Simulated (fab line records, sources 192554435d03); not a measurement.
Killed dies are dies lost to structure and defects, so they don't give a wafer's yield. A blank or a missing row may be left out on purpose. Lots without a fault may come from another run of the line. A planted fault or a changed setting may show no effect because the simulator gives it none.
Split-lot experiment | flow n5_finfet | 7 lots, 39 wafers read, on a route of 1938 steps

THE SPLIT
At N5_BEOL_M4_ETCH_70 (etches SOC in N2/H2, target depth 80 nm, overetch 24 nm, time 130 s), the setting time_s was moved away from the recipe's 130 s on 9 of the 39 wafers read, by -42.9% to +36.2%. The other wafers ran this setting at the recipe's value.

The reading is taken at the split's own step.

THE READING
SiARC_of_BEOL_M4_COAT_68.thk_nm (the simulator's own value, which no gauge read), in nm, at N5_BEOL_M4_ETCH_70 (etches SOC in N2/H2, target depth 80 nm, overetch 24 nm, time 130 s). The file gives no usual value for it. The 30 wafers here that ran the recipe average 5.9 nm, standard deviation 0.25 nm.

wafer  | tool, chamber at the split | time_s as run, s | against the recipe | SiARC_of_BEOL_M4_COAT_68.thk_nm, nm | against lot-mates on the recipe
L075.1 | rie_diel-01, 1,3,3         | 130              | recipe             | 5.8                                 | -
L075.2 | rie_diel-01, 1,3,3         | 130              | recipe             | 5.8                                 | -
L075.5 | rie_diel-01, 1,3,3         | 130              | recipe             | 5.8                                 | -
L075.3 | rie_diel-01, 0             | 130              | recipe             | 5.4                                 | -
L075.6 | rie_diel-01, 0             | 130              | recipe             | 5.4                                 | -
L075.4 | rie_diel-01, 2             | 130              | recipe             | 6                                   | -
L078.1 | rie_diel-04, 0,2           | 165.7            | +27.5%             | 4                                   | -1.9
L078.5 | rie_diel-04, 0,2           | 165.7            | +27.5%             | 4                                   | -1.9
L078.2 | rie_diel-04, 3             | 165.7            | +27.5%             | 4.6                                 | -1.3
L078.3 | rie_diel-04, 1             | 130              | recipe             | 5.6                                 | -
L078.4 | rie_diel-04, 2             | 130              | recipe             | 5.8                                 | -
L078.6 | rie_diel-04, 3             | 130              | recipe             | 6.4                                 | -
L079.1 | rie_diel-04, 3             | 130              | recipe             | 6.4                                 | -
L079.2 | rie_diel-04, 0             | 130              | recipe             | 5.8                                 | -
L079.3 | rie_diel-04, 2,0           | 74.17            | -42.9%             | 8.4                                 | +2.5
L079.6 | rie_diel-04, 2,0           | 74.17            | -42.9%             | 8.4                                 | +2.5
L079.4 | rie_diel-04, 1             | 130              | recipe             | 5.6                                 | -
L079.5 | rie_diel-04, 3             | 74.17            | -42.9%             | 8.6                                 | +2.7
L087.1 | rie_diel-03, 0             | 130              | recipe             | 6.2                                 | -
L087.5 | rie_diel-03, 0             | 130              | recipe             | 6.2                                 | -
L087.2 | rie_diel-03, 1             | 130              | recipe             | 6                                   | -
L087.4 | rie_diel-03, 1             | 130              | recipe             | 6                                   | -
L087.3 | rie_diel-03, 2             | 130              | recipe             | 5.8                                 | -
L087.6 | rie_diel-03, 2             | 130              | recipe             | 5.8                                 | -
L088.2 | rie_diel-03, 0             | 130              | recipe             | 6.2                                 | -
L088.3 | rie_diel-03, 3             | 130              | recipe             | 5.6                                 | -
L088.4 | rie_diel-03, 1             | 130              | recipe             | 6                                   | -
L092.1 | rie_diel-01, 0             | 130              | recipe             | 5.6                                 | -
L092.2 | rie_diel-01, 1             | 177.1            | +36.2%             | 3.6                                 | -2.3
L092.5 | rie_diel-01, 1             | 177.1            | +36.2%             | 3.6                                 | -2.3
L092.3 | rie_diel-01, 3,2           | 130              | recipe             | 6                                   | -
L092.6 | rie_diel-01, 3,2           | 130              | recipe             | 6                                   | -
L092.4 | rie_diel-01, 2             | 177.1            | +36.2%             | 4                                   | -1.9
L093.1 | rie_diel-01, 1             | 130              | recipe             | 5.8                                 | -
L093.5 | rie_diel-01, 1             | 130              | recipe             | 5.8                                 | -
L093.2 | rie_diel-01, 0             | 130              | recipe             | 5.6                                 | -
L093.3 | rie_diel-01, 2,3,2         | 130              | recipe             | 6                                   | -
L093.4 | rie_diel-01, 2,3,2         | 130              | recipe             | 6                                   | -
L093.6 | rie_diel-01, 2,3,2         | 130              | recipe             | 6                                   | -
Where a row lists several chambers, the file gives one row for several wafers and doesn't say which wafer went through which chamber.

THE FIT
A straight line over all 39 wafers: SiARC_of_BEOL_M4_COAT_68.thk_nm changes by -0.0601 nm for each +1% of time_s; r = -0.97; the points scatter about the line by 0.25 nm.
The same after taking each lot's own level away (the mean of its wafers on the recipe; 39 wafers): -0.0597 nm for each +1%; r = -0.98; scatter 0.23 nm.
On that fit, the largest move of time_s shifts the reading by 2.6 nm.
The lots' own levels span 5.70 to 6.00 nm, that is 1.2 times the standard deviation above.
So the lot-to-lot level changes the slope little: the two slopes agree.
Check: with one of the wafers moved furthest among these (-42.9%) left out of the fit, the line predicts +2.58 nm for it against its lot-mates. It came out at +2.47 nm against them.

OTHER SPLITS ON THESE WAFERS
These wafers also went through other splits before the reading. Each is held against what the fit with the lots' levels taken away leaves over:
other split on the same wafers           | wafers away from the commonest value | r with SiARC_of_BEOL_M4_COAT_68.thk_nm (lot level and that fit taken away)
N5_BEOL_M1_HM_DEP_02 target_thk_a        | 9                                    | +0.12
N5_BEOL_M2_TRENCH_ETCH_37 target_depth_a | 6                                    | +0.02

THE FILE'S OWN FIT
SiARC_of_BEOL_M4_COAT_68.thk_nm changes by -0.0597 nm for each +1% of time_s, r = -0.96.
